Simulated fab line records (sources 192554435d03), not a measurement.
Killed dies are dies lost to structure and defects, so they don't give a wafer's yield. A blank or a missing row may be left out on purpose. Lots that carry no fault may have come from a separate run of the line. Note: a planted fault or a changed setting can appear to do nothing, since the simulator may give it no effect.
Split-lot trial ; flow n5 finfet ; route with 1938 steps; 7 lots, 39 wafers read

THE SPLIT ITSELF
At N5_SDB_HM_DEP_00 (deposits SiNx from SiH4/NH3/N2, target thk 40 nm, time 35.3 s), the setting time s was moved away from the recipe's 35.3 s on 18 of the 39 wafers read, by -36.3% to +54.8%. All remaining wafers had this setting at the recipe value.

FROM THE SPLIT TO THE READING: what the file shows between them, 4 steps
- N5_SDB_COAT_03: time 60 s, resist thk 100 nm
- N5_SDB_COAT_04: time 60 s, resist thk 18 nm
- N5_SDB_STRIP_19: strips in N2/H2
- N5_SDB_STRIP_21: strips in CF4

THE READING
etch.depth nm (the simulator's own value, which no gauge read), in nm, at N5_SDB_HM_OPEN_20 (chemistry CH3F/O2, target SiNx, stops on poly-Si, target depth 24 nm). No usual value for it is given in the file. Here, 21 wafers ran the recipe; their average is 23.791 nm with a standard deviation of 0.6 nm.

wafer;tool, chamber at the split;time s as run, s;against the recipe;etch.depth nm, nm;against lot-mates on the recipe
L074.1;pecvd-04, 0,2,0;22.47;-36.3%;9.142;-14.318
L074.2;pecvd-04, 2;35.3;recipe;23.03;-
L074.3;pecvd-04, 0;35.3;recipe;24.2;-
L074.4;pecvd-04, 2;35.3;recipe;23.15;-
L074.5;pecvd-04, 0,2,0;22.47;-36.3%;9.158;-14.302
L074.6;pecvd-04, 0,2,0;22.47;-36.3%;9.103;-14.357
L077.1;pecvd-01, 2;35.3;recipe;22.57;-
L077.2;pecvd-01, 1;25.01;-29.2%;12.26;-11.183
L077.3;pecvd-01, 0;25.01;-29.2%;12.84;-10.603
L077.4;pecvd-01, 0;25.01;-29.2%;13.05;-10.393
L077.5;pecvd-01, 2;35.3;recipe;23.72;-
L077.6;pecvd-01, 1;35.3;recipe;24.04;-
L080.1;pecvd-01, 0;35.3;recipe;24.65;-
L080.2;pecvd-01, 2;29.4;-16.7%;17.6;-6.733
L080.3;pecvd-01, 1;35.3;recipe;23.98;-
L080.4;pecvd-01, 2;35.3;recipe;24.37;-
L080.5;pecvd-01, 1,0;29.4;-16.7%;18.2;-6.133
L080.6;pecvd-01, 1,0;29.4;-16.7%;18.19;-6.143
L081.1;pecvd-03, 1,2;35.3;recipe;22.94;-
L081.2;pecvd-03, 2;54.66;+54.8%;33.47;+10.197
L081.3;pecvd-03, 0;35.3;recipe;23.86;-
L081.4;pecvd-03, 0;54.66;+54.8%;33.41;+10.137
L081.5;pecvd-03, 1,2;35.3;recipe;23.02;-
L081.6;pecvd-03, 1;54.66;+54.8%;32.87;+9.597
L084.1;pecvd-03, 1;52.65;+49.2%;34.14;+9.890
L084.2;pecvd-03, 0;52.65;+49.2%;33.95;+9.700
L084.3;pecvd-03, 2;35.3;recipe;23.49;-
L084.4;pecvd-03, 1;35.3;recipe;24.04;-
L084.5;pecvd-03, 2;52.65;+49.2%;32.87;+8.620
L084.6;pecvd-03, 0;35.3;recipe;25.22;-
L088.1;pecvd-01, 1;49.78;+41.0%;34.09;+10.160
L088.2;pecvd-01, 2;49.78;+41.0%;32.86;+8.930
L088.3;pecvd-01, 0;35.3;recipe;23.84;-
L088.4;pecvd-01, 1,2;35.3;recipe;23.92;-
L088.5;pecvd-01, 0;49.78;+41.0%;34;+10.070
L088.6;pecvd-01, 1,2;35.3;recipe;24.03;-
L096.2;pecvd-01, 1;35.3;recipe;23.47;-
L096.3;pecvd-01, 0,2;35.3;recipe;24.08;-
L096.5;pecvd-01, 0,2;35.3;recipe;23.99;-
If several chambers appear in one row, that row covers several wafers at once and the file leaves open which wafer was in which chamber.

FIT RESULTS
A straight line over all 39 wafers: etch.depth nm changes by +0.256 nm for each +1% of time s; r = +0.96; the points scatter about the line by 2 nm.
The same after taking each lot's own level away (the mean of its wafers on the recipe; 39 wafers): +0.255 nm for each +1%; r = +0.97; scatter 1.9 nm.
The reading moves by 14 nm for the largest change in time s, on that fit.
The lots' own levels span 23.2733 to 24.3333 nm, that is 1.8 times the standard deviation above.
Consequently the slope shifts little with the lot-to-lot level, the two slopes agreeing.
Check: with one of the wafers moved furthest among these (+54.8%) left out of the fit, the line predicts +12.9 nm for it against its lot-mates. Against them it came out at +10.2 nm.

THESE WAFERS: OTHER SPLITS
Before the reading, these wafers also passed through other splits. Each is held against what the fit with the lots' levels taken away leaves over:
other split on the same wafers;wafers away from the commonest value;r with etch.depth nm (lot level and that fit taken away)
N5_ZERO_LAYER_PECVD_02 time s;15;-0.12
N5_ZERO_LAYER_DEVELOP_10 develop time s;18;+0.02
N5_SD_EPI_N_ETCH_45 target depth a;12;+0.05

THE WHOLE CHAIN: every reading that the file lists as answering this split, in the file's order
step;what it does;reading;change (the file's fit);r (the file's)
N5_SDB_HM_DEP_00;deposits SiNx from SiH4/NH3/N2, target thk 40 nm, time 35.3 s;SiNx_of_SDB_HM_DEP_00.thk nm (the simulator's own value, which no gauge read);+0.395 nm for each +1% of the setting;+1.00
N5_SDB_HM_OPEN_20;chemistry CH3F/O2, target SiNx, stops on poly-Si, target depth 24 nm;etch.depth nm (the simulator's own value, which no gauge read);+0.246 nm for each +1% of the setting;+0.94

THE FILE'S OWN FIT
etch.depth nm changes by +0.246 nm for each +1% of time s, r = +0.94.
